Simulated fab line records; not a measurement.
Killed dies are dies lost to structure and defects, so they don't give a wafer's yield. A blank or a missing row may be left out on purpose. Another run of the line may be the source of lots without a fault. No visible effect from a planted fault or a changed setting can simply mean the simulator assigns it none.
Matching of chambers :: flow nand harc :: NHARC_P_BONDPAD_CMP_32 on cmp-03: 4 sister chambers
The step polishes SiCN, target thk 200 nm. 8 wafers are shown with their chamber, then 8 later ones without.

## WAFERS PAIRED WITH THEIR CHAMBERS
wafer: L075.6
chamber: 2
motor current A (A): 12.0

wafer: L076.3
chamber: 2
motor current A (A): 12.5

wafer: L080.5
chamber: 0
motor current A (A): 12.8

wafer: L080.6
chamber: 1
motor current A (A): 11.3

wafer: L083.1
chamber: 3
motor current A (A): 15.1

wafer: L083.5
chamber: 3
motor current A (A): 15.1

wafer: L083.6
chamber: 0
motor current A (A): 12.8

wafer: L084.2
chamber: 1
motor current A (A): 10.9

## WAFERS WITHOUT THEIR CHAMBER
wafer: L084.4
motor current A (A): 14.4

wafer: L084.5
motor current A (A): 11.4

wafer: L084.1
motor current A (A): 11.3

wafer: L084.3
motor current A (A): 12.1

wafer: L084.6
motor current A (A): 11.4

wafer: L094.1
motor current A (A): 11.0

wafer: L094.3
motor current A (A): 15.0

wafer: L094.4
motor current A (A): 12.9

## THE CHAMBER EACH PASSED THROUGH
wafer: L084.4
from the rows above: 3
in truth: 3

wafer: L084.5
from the rows above: 1
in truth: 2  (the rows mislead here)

wafer: L084.1
from the rows above: 1
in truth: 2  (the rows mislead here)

wafer: L084.3
from the rows above: 2
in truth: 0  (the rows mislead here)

wafer: L084.6
from the rows above: 1
in truth: 1

wafer: L094.1
from the rows above: 1
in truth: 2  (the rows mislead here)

wafer: L094.3
from the rows above: 3
in truth: 3

wafer: L094.4
from the rows above: 0
in truth: 0
Correctly placed: 4 of 8. Can't be placed from these rows: 0. 4 placed wrongly.
How it was worked out, from the rows above alone: a wafer's distance from a chamber is the root of the sum, over the readings, of the square of ((its reading less the chamber's mean) divided by the reading's scatter). The wafer belongs to the nearest chamber; if the next one is less than 2 further off, it can't be placed. Each chamber's mean is taken over the wafers shown for it. The scatter: take each reading less its chamber's mean, square it, sum over the shown wafers, divide by the number of wafers less the number of chambers, and take the root.
